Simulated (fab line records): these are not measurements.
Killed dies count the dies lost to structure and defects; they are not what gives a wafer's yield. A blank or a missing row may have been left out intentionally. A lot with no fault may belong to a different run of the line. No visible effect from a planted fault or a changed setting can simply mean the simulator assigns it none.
Struck lot and sound lot, side by side | flow nand_harc | 19 steps out of a route of 1302
Sound: wafers L739.1, L739.3, L739.5. Wafers L747.2, L747.3, L747.4 were the ones struck. The cause is given at the end.
Each step with rows lists, per side, the tool, then ch with its chambers, then its first start. Under that, the readings that differ: sound wafers | struck wafers | difference of the means | sigmas: that difference in standard deviations of wafers without a fault.
alike: readings with means less than 2 such deviations apart, plus words and numbers identical on both sides. not compared: withheld readings, readings lacking a value on some wafer, bounds such as >300 that could conceal the same value, and numbers that have no deviation in the record and whose values overlap.
A row with sigmas, a row that says differs or no value, or rows on one side alone: a step with any of these is where the two part. Numbers that have no deviation but don't overlap get no sigmas and don't part them. A reading missing from all wafers of one side parts the sides only when that side holds two or more wafers.

NHARC_P_ZERO_WELL_CD_MEAS_11: target cd 500 nm.
  sound on cd_sem-02 ch 0, day 3 13:07; struck on cd_sem-01 ch 0, day 6 21:14
  alike: cd_nm
then, 1 step without rows for these wafers: NHARC_P_ZERO_WELL_HARDBAKE_12 (time 65 s).
NHARC_P_ZERO_WELL_DESCUM_13: chemistry O2, time 3 s.
  sound on rie_diel-04 ch 0,1, day 3 13:17; struck on rie_diel-12 ch 0,2,3, day 6 21:25
  alike: drypump_motor_current_A, oes_product_au, rf_vpp_V, showerhead_plenum_p_Torr, throttle_valve_pct
  not compared: rf_hours_counter_h
NHARC_P_ZERO_WELL_ETCH_65: etches the open film in N2/H2, target depth 80 nm, overetch 24 nm, time 87.88 s.
  sound on rie_diel-04 ch 0,1,2, day 3 13:23; struck on rie_diel-12 ch 0,1,2, day 6 21:30
  alike: drypump_motor_current_A, oes_product_au, rf_vpp_V, showerhead_plenum_p_Torr, throttle_valve_pct
  not compared: rf_hours_counter_h
NHARC_P_ZERO_WELL_ETCH_62: etches the open film in CHF3/Ar, target depth 13 nm, time 6.5 s.
  sound: rie_diel-04 ch 1,3; struck: rie_diel-12 ch 0,1,2
  alike: drypump_motor_current_A, oes_product_au, rf_vpp_V, showerhead_plenum_p_Torr, throttle_valve_pct
  not compared: rf_hours_counter_h
NHARC_P_ZERO_WELL_ETCH_63: etches the open film in HBr/Cl2, target depth 120 nm, time 40.1 s.
  sound on rie_si-06 ch 0,2,3, day 3 13:35; struck on rie_si-04 ch 0,2,3, day 6 21:40
  alike: drypump_motor_current_A, he_backside_leak_sccm, oes_product_au, throttle_valve_pct
  not compared: rf_hours_counter_h
then, 6 steps without rows for these wafers: NHARC_P_ZERO_WELL_STRIP_15 (strips in SPM, time 900 s); NHARC_P_ZERO_WELL_DEHYDRATE_16 (time 120 s); NHARC_P_ZERO_WELL_HMDS_17 (time 30 s); NHARC_P_ZERO_WELL_COAT_18; NHARC_P_ZERO_WELL_SOFTBAKE_19 (time 95 s); NHARC_P_ZERO_WELL_EBR_20.
NHARC_P_ZERO_WELL_EXPOSE_21: exposes mask P NWELL, target cd 720 nm.
  sound on krf_scanner-01 ch 0, day 3 14:19; struck on krf_scanner-02 ch 0, day 6 22:27
  reading | sound                         | struck                                 | difference | sigmas
  mask    | P_NWELL#0 P_NWELL#0 P_NWELL#0 | P_NWELL_R1#0 P_NWELL_R1#0 P_NWELL_R1#0 | differs    |
  alike: exposure_dose_mJ_cm2
then, 2 steps without rows for these wafers: NHARC_P_ZERO_WELL_PEB_22 (peb time 85 s); NHARC_P_ZERO_WELL_DEVELOP_23 (time 70 s).
NHARC_P_ZERO_WELL_CD_MEAS_24: target cd 720 nm.
  sound on cd_sem-01 ch 0, day 3 14:29; struck on cd_sem-03 ch 0, day 6 22:36
  reading    | sound             | struck            | difference | sigmas
  cd_nm (nm) | 720.8 723.4 723.4 | 711.2 711.6 712.6 | -10.7      | -5
then, 1 step without rows for these wafers: NHARC_P_ZERO_WELL_HARDBAKE_25 (time 80 s).
NHARC_P_ZERO_WELL_DESCUM_26: chemistry O2, time 3 s.
  sound on rie_diel-05 ch 1,3, day 3 14:38; struck on rie_diel-12 ch 1,2,3, day 6 22:46
  reading                      | sound             | struck          | difference | sigmas
  model.P_ZERO_WELL.cd_nm (nm) | 720.1 723.1 723.3 | 710.8 711 711.6 | -11.0      |
  alike: drypump_motor_current_A, oes_product_au, rf_vpp_V, showerhead_plenum_p_Torr, throttle_valve_pct
  not compared: rf_hours_counter_h
after that, 1 step had no rows for these wafers: NHARC_P_ZERO_WELL_IMPLANT_27.

## WHERE THEY PART
Earliest at NHARC_P_ZERO_WELL_EXPOSE_21; latest, in this record, at NHARC_P_ZERO_WELL_CD_MEAS_24. Later steps at which nothing parts them and some readings are alike: NHARC_P_ZERO_WELL_DESCUM_26.

WHY: what had been put in by the simulator
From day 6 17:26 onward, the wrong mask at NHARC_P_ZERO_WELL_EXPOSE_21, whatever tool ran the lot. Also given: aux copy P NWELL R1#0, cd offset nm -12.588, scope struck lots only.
